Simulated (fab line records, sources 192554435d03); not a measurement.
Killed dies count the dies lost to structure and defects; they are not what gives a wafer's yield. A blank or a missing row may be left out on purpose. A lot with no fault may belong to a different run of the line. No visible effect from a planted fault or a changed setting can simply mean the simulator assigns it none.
Which tool is to blame? / flow n5_finfet / 30 wafers from 11 lots sampled at 5 of the route's 1938 steps

WHAT THE GAUGES SHOWED, per wafer
N5_HKMG_FIN_INSPECT_61: inspects for defects (macro). Usual: raw_defect_count 2.0, standard deviation 1.3.
lot=L133; measured=day 4 12:41; on=defect_inspect-02; raw_defect_count=0 1 2; flag=
lot=L137; measured=day 5 16:51; on=defect_inspect-02; raw_defect_count=2 0; flag=
lot=L141; measured=day 6 16:26; on=defect_inspect-01; raw_defect_count=1 1; flag=
lot=L142; measured=day 6 19:43; on=defect_inspect-01; raw_defect_count=4 2; flag=
lot=L146; measured=day 7 20:02; on=defect_inspect-02; raw_defect_count=4 2 3; flag=
lot=L147; measured=day 8 06:58; on=defect_inspect-01; raw_defect_count=4 3 1; flag=
lot=L149; measured=day 8 18:39; on=defect_inspect-02; raw_defect_count=1 1 3; flag=
lot=L151; measured=day 9 02:42; on=defect_inspect-02; raw_defect_count=3 1 2; flag=
lot=L152; measured=day 9 08:34; on=defect_inspect-01; raw_defect_count=1 2 1; flag=
lot=L153; measured=day 9 13:04; on=defect_inspect-02; raw_defect_count=1 2 1; flag=
lot=L154; measured=day 9 20:41; on=defect_inspect-01; raw_defect_count=2 2 1; flag=

N5_BEOL_M4_RC_MEAS_101. Usual: DIBL_N 36.2 mV/V, standard deviation 1.6; DIBL_P 36.1 mV/V, standard deviation 2; IOFF_N 0.16 nA/um, standard deviation 0.032; IOFF_P 0.22 nA/um, standard deviation 0.036; ION_N 672 uA/um, standard deviation 11; ION_P 463 uA/um, standard deviation 7.5; SS_N 71.4 mV/dec, standard deviation 0.58; SS_P 73.2 mV/dec, standard deviation 0.67; VT_N 250 mV, standard deviation 3.3; VT_P -250 mV, standard deviation 3.3.
lot=L133; measured=day 8 11:39; on=prober-02; DIBL_N (mV/V)=35.8 35.9 38.0; DIBL_P (mV/V)=36.9 35.7 39.7; IOFF_N (nA/um)=0.15 0.15 0.19; IOFF_P (nA/um)=0.22 0.19 0.27; ION_N (uA/um)=678 664 675; ION_P (uA/um)=470 457 469; SS_N (mV/dec)=71.6 71.4 72.2; SS_P (mV/dec)=73.6 72.8 74.3; VT_N (mV)=248 249 249; VT_P (mV)=-250 -252 -249; flag=
lot=L137; measured=day 10 01:50; on=prober-02; DIBL_N (mV/V)=36.2 37.4; DIBL_P (mV/V)=36.8 39.0; IOFF_N (nA/um)=0.15 0.18; IOFF_P (nA/um)=0.20 0.23; ION_N (uA/um)=654 671; ION_P (uA/um)=455 458; SS_N (mV/dec)=72.1 71.7; SS_P (mV/dec)=73.0 74.2; VT_N (mV)=252 248; VT_P (mV)=-251 -250; flag=
lot=L141; measured=day 10 18:22; on=prober-02; DIBL_N (mV/V)=36.8 34.8; DIBL_P (mV/V)=37.0 35.0; IOFF_N (nA/um)=0.18 0.15; IOFF_P (nA/um)=0.23 0.21; ION_N (uA/um)=673 676; ION_P (uA/um)=461 465; SS_N (mV/dec)=71.7 71.6; SS_P (mV/dec)=73.3 73.7; VT_N (mV)=248 248; VT_P (mV)=-250 -248; flag=
lot=L142; measured=day 10 21:54; on=prober-01; DIBL_N (mV/V)=36.6 35.3; DIBL_P (mV/V)=37.0 35.8; IOFF_N (nA/um)=0.17 0.15; IOFF_P (nA/um)=0.26 0.24; ION_N (uA/um)=681 675; ION_P (uA/um)=470 474; SS_N (mV/dec)=71.9 71.6; SS_P (mV/dec)=73.4 72.6; VT_N (mV)=249 250; VT_P (mV)=-245 -246; flag=
lot=L146; measured=day 12 06:14; on=prober-02; DIBL_N (mV/V)=35.3 41.1 36.6; DIBL_P (mV/V)=35.2 40.7 37.4; IOFF_N (nA/um)=0.15 0.29 0.17; IOFF_P (nA/um)=0.20 0.29 0.23; ION_N (uA/um)=676 699 674; ION_P (uA/um)=465 466 466; SS_N (mV/dec)=71.4 73.2 71.1; SS_P (mV/dec)=73.8 74.8 73.8; VT_N (mV)=248 240 247; VT_P (mV)=-251 -247 -247; flag=
lot=L147; measured=day 12 12:28; on=prober-02; DIBL_N (mV/V)=34.2 33.3 36.3; DIBL_P (mV/V)=33.8 32.6 36.6; IOFF_N (nA/um)=0.13 0.13 0.17; IOFF_P (nA/um)=0.18 0.17 0.23; ION_N (uA/um)=647 657 665; ION_P (uA/um)=455 459 457; SS_N (mV/dec)=70.6 70.6 72.2; SS_P (mV/dec)=72.7 72.4 73.4; VT_N (mV)=253 251 248; VT_P (mV)=-253 -251 -250; flag=
lot=L149; measured=day 12 22:08; on=prober-02; DIBL_N (mV/V)=34.9 32.7 37.0; DIBL_P (mV/V)=35.6 32.1 37.2; IOFF_N (nA/um)=0.14 0.12 0.19; IOFF_P (nA/um)=0.23 0.18 0.27; ION_N (uA/um)=668 677 681; ION_P (uA/um)=463 467 472; SS_N (mV/dec)=71.3 70.6 71.7; SS_P (mV/dec)=73.1 72.5 73.3; VT_N (mV)=253 251 245; VT_P (mV)=-246 -248 -244; flag=
lot=L151; measured=day 13 17:14; on=prober-02; DIBL_N (mV/V)=40.5 37.6 38.3; DIBL_P (mV/V)=38.1 34.2 34.9; IOFF_N (nA/um)=0.21 0.15 0.16; IOFF_P (nA/um)=0.27 0.20 0.20; ION_N (uA/um)=666 660 653; ION_P (uA/um)=462 462 457; SS_N (mV/dec)=71.8 71.4 71.7; SS_P (mV/dec)=73.7 72.6 72.8; VT_N (mV)=246 250 251; VT_P (mV)=-247 -250 -250; flag=
lot=L152; measured=day 13 06:59; on=prober-02; DIBL_N (mV/V)=33.0 38.4 35.4; DIBL_P (mV/V)=30.8 38.8 34.2; IOFF_N (nA/um)=0.11 0.20 0.13; IOFF_P (nA/um)=0.15 0.27 0.19; ION_N (uA/um)=649 676 670; ION_P (uA/um)=449 463 463; SS_N (mV/dec)=71.1 71.9 71.2; SS_P (mV/dec)=72.6 74.0 72.6; VT_N (mV)=257 248 251; VT_P (mV)=-254 -244 -249; flag=
lot=L153; measured=day 14 11:01; on=prober-02; DIBL_N (mV/V)=33.9 35.4 34.7; DIBL_P (mV/V)=34.4 37.0 36.1; IOFF_N (nA/um)=0.12 0.14 0.13; IOFF_P (nA/um)=0.17 0.20 0.19; ION_N (uA/um)=661 679 669; ION_P (uA/um)=464 466 466; SS_N (mV/dec)=70.6 70.3 70.5; SS_P (mV/dec)=71.7 72.9 72.2; VT_N (mV)=254 253 254; VT_P (mV)=-253 -249 -252; flag=
lot=L154; measured=day 15 03:51; on=prober-02; DIBL_N (mV/V)=38.7 36.5 34.7; DIBL_P (mV/V)=39.5 37.2 35.7; IOFF_N (nA/um)=0.20 0.16 0.13; IOFF_P (nA/um)=0.25 0.22 0.20; ION_N (uA/um)=694 679 661; ION_P (uA/um)=469 470 465; SS_N (mV/dec)=72.4 72.2 71.4; SS_P (mV/dec)=73.6 73.4 72.2; VT_N (mV)=244 250 252; VT_P (mV)=-246 -247 -252; flag=

EACH LOT AND THE TOOL THAT RAN IT (in order: tool; ch and the chambers of the sampled wafers; start)
lot=L133; N5_HKMG_FIN_ALD_79=ald_metal-02 ch 0,1, day 4 14:06; N5_HKMG_FIN_CVD_62=thermal_cvd_si-01 ch 0,2, day 4 14:28; N5_HKMG_FIN_ALD_36=ald_metal-01 ch 2,3, day 4 14:52
lot=L137; N5_HKMG_FIN_ALD_79=ald_metal-01 ch 3, day 5 19:00; N5_HKMG_FIN_CVD_62=thermal_cvd_si-01 ch 0,2, day 5 19:22; N5_HKMG_FIN_ALD_36=ald_metal-04 ch 0,3, day 5 19:46
lot=L141; N5_HKMG_FIN_ALD_79=ald_metal-01 ch 3, day 6 17:55; N5_HKMG_FIN_CVD_62=thermal_cvd_si-01 ch 0, day 6 18:16; N5_HKMG_FIN_ALD_36=ald_metal-02 ch 2,3, day 6 18:44
lot=L142; N5_HKMG_FIN_ALD_79=ald_metal-01 ch 1,2, day 6 21:07; N5_HKMG_FIN_CVD_62=thermal_cvd_si-02 ch 0,2, day 6 21:28; N5_HKMG_FIN_ALD_36=ald_metal-02 ch 2,3, day 6 21:54
lot=L146; N5_HKMG_FIN_ALD_79=ald_metal-04 ch 0,2,3, day 7 21:26; N5_HKMG_FIN_CVD_62=thermal_cvd_si-02 ch 0,2, day 7 21:48; N5_HKMG_FIN_ALD_36=ald_metal-01 ch 0,1,3, day 7 22:12
lot=L147; N5_HKMG_FIN_ALD_79=ald_metal-04 ch 0,2,3, day 8 08:25; N5_HKMG_FIN_CVD_62=thermal_cvd_si-01 ch 0,2, day 8 08:46; N5_HKMG_FIN_ALD_36=ald_metal-02 ch 0,2,3, day 8 09:34
lot=L149; N5_HKMG_FIN_ALD_79=ald_metal-02 ch 0,2,3, day 8 20:11; N5_HKMG_FIN_CVD_62=thermal_cvd_si-01 ch 0,2, day 8 20:33; N5_HKMG_FIN_ALD_36=ald_metal-01 ch 1,2,3, day 8 20:59
lot=L151; N5_HKMG_FIN_ALD_79=ald_metal-01 ch 0,1,3, day 9 04:10; N5_HKMG_FIN_CVD_62=thermal_cvd_si-01 ch 0,2, day 9 04:31; N5_HKMG_FIN_ALD_36=ald_metal-01 ch 1,3, day 9 04:58
lot=L152; N5_HKMG_FIN_ALD_79=ald_metal-01 ch 0,1,2, day 9 09:58; N5_HKMG_FIN_CVD_62=thermal_cvd_si-02 ch 0,1,2, day 9 10:19; N5_HKMG_FIN_ALD_36=ald_metal-04 ch 1,2,3, day 9 10:50
lot=L153; N5_HKMG_FIN_ALD_79=ald_metal-01 ch 0,1,2, day 9 14:28; N5_HKMG_FIN_CVD_62=thermal_cvd_si-01 ch 1,2, day 9 14:49; N5_HKMG_FIN_ALD_36=ald_metal-02 ch 1,3, day 9 15:13
lot=L154; N5_HKMG_FIN_ALD_79=ald_metal-01 ch 0,1,2, day 9 22:05; N5_HKMG_FIN_CVD_62=thermal_cvd_si-02 ch 0,1,2, day 9 22:26; N5_HKMG_FIN_ALD_36=ald_metal-04 ch 0,2,3, day 9 23:07
- N5_HKMG_FIN_ALD_79: deposits TiN, target thk 1.5 nm, pulse time 1 s, purge time 3 s.
- N5_HKMG_FIN_CVD_62: deposits a-Si from Si2H6, target thk 3 nm, time 20.8 s.
- N5_HKMG_FIN_ALD_36: deposits TiN, target thk 1 nm, pulse time 1 s, purge time 3 s.

AS READ BY THE TOOLS THEMSELVES (means over the sampled wafers that have a number; for cases with no such wafer, the mark the record gives instead)
N5_HKMG_FIN_ALD_79. Usual: heater_power_w 873 W, standard deviation 110; precursor_pulse_height_rel 1.000, standard deviation 0.02.
lot=L133; tool=ald_metal-02; heater_power_w (W)=1032; precursor_pulse_height_rel=1.004; flag=
lot=L137; tool=ald_metal-01; heater_power_w (W)=960; precursor_pulse_height_rel=1.002; flag=
lot=L141; tool=ald_metal-01; heater_power_w (W)=938; precursor_pulse_height_rel=0.993; flag=
lot=L142; tool=ald_metal-01; heater_power_w (W)=757; precursor_pulse_height_rel=1.006; flag=
lot=L146; tool=ald_metal-04; heater_power_w (W)=786; precursor_pulse_height_rel=0.992; flag=
lot=L147; tool=ald_metal-04; heater_power_w (W)=799; precursor_pulse_height_rel=1.008; flag=
lot=L149; tool=ald_metal-02; heater_power_w (W)=964; precursor_pulse_height_rel=0.985; flag=
lot=L151; tool=ald_metal-01; heater_power_w (W)=861; precursor_pulse_height_rel=1.006; flag=
lot=L152; tool=ald_metal-01; heater_power_w (W)=811; precursor_pulse_height_rel=0.984; flag=
lot=L153; tool=ald_metal-01; heater_power_w (W)=792; precursor_pulse_height_rel=0.982; flag=
lot=L154; tool=ald_metal-01; heater_power_w (W)=803; precursor_pulse_height_rel=0.981; flag=

N5_HKMG_FIN_CVD_62. Usual: heater_power_w 1382 W, standard deviation 120.
lot=L133; tool=thermal_cvd_si-01; heater_power_w (W)=1319; flag=
lot=L137; tool=thermal_cvd_si-01; heater_power_w (W)=1368; flag=
lot=L141; tool=thermal_cvd_si-01; heater_power_w (W)=1299; flag=
lot=L142; tool=thermal_cvd_si-02; heater_power_w (W)=1356; flag=
lot=L146; tool=thermal_cvd_si-02; heater_power_w (W)=1425; flag=
lot=L147; tool=thermal_cvd_si-01; heater_power_w (W)=1359; flag=
lot=L149; tool=thermal_cvd_si-01; heater_power_w (W)=1380; flag=
lot=L151; tool=thermal_cvd_si-01; heater_power_w (W)=1312; flag=
lot=L152; tool=thermal_cvd_si-02; heater_power_w (W)=1464; flag=
lot=L153; tool=thermal_cvd_si-01; heater_power_w (W)=1351; flag=
lot=L154; tool=thermal_cvd_si-02; heater_power_w (W)=1432; flag=

N5_HKMG_FIN_ALD_36. Usual: heater_power_w 899 W, standard deviation 130; precursor_pulse_height_rel 0.998, standard deviation 0.019.
lot=L133; tool=ald_metal-01; heater_power_w (W)=909; precursor_pulse_height_rel=1.014; flag=
lot=L137; tool=ald_metal-04; heater_power_w (W)=818; precursor_pulse_height_rel=0.989; flag=
lot=L141; tool=ald_metal-02; heater_power_w (W)=1006; precursor_pulse_height_rel=0.998; flag=
lot=L142; tool=ald_metal-02; heater_power_w (W)=992; precursor_pulse_height_rel=1.034; flag=
lot=L146; tool=ald_metal-01; heater_power_w (W)=862; precursor_pulse_height_rel=0.985; flag=
lot=L147; tool=ald_metal-02; heater_power_w (W)=966; precursor_pulse_height_rel=0.991; flag=
lot=L149; tool=ald_metal-01; heater_power_w (W)=817; precursor_pulse_height_rel=0.989; flag=
lot=L151; tool=ald_metal-01; heater_power_w (W)=889; precursor_pulse_height_rel=0.998; flag=
lot=L152; tool=ald_metal-04; heater_power_w (W)=838; precursor_pulse_height_rel=0.978; flag=
lot=L153; tool=ald_metal-02; heater_power_w (W)=1087; precursor_pulse_height_rel=1.012; flag=
lot=L154; tool=ald_metal-04; heater_power_w (W)=813; precursor_pulse_height_rel=1.005; flag=

THE ANSWER, worked out from the rows above alone
Rule: take the mean of a lot's wafers that have a number; if it is more than 3 standard deviations from the usual mean, the lot is off. A lot without any number at a reading at which 4 lots or more have one is off too. The other lots that the step has rows for count as sound. Order of review: gauges by route order, followed by the tools' own readings, for which a lot's mean as printed above is used. The first step at which some lot is off is used, and at that step the reading that is off furthest; a lot without a number counts as furthest.
Across all readings shown, no lot is off: no conclusion can be drawn from this.

WHAT THE SIMULATOR PUT IN
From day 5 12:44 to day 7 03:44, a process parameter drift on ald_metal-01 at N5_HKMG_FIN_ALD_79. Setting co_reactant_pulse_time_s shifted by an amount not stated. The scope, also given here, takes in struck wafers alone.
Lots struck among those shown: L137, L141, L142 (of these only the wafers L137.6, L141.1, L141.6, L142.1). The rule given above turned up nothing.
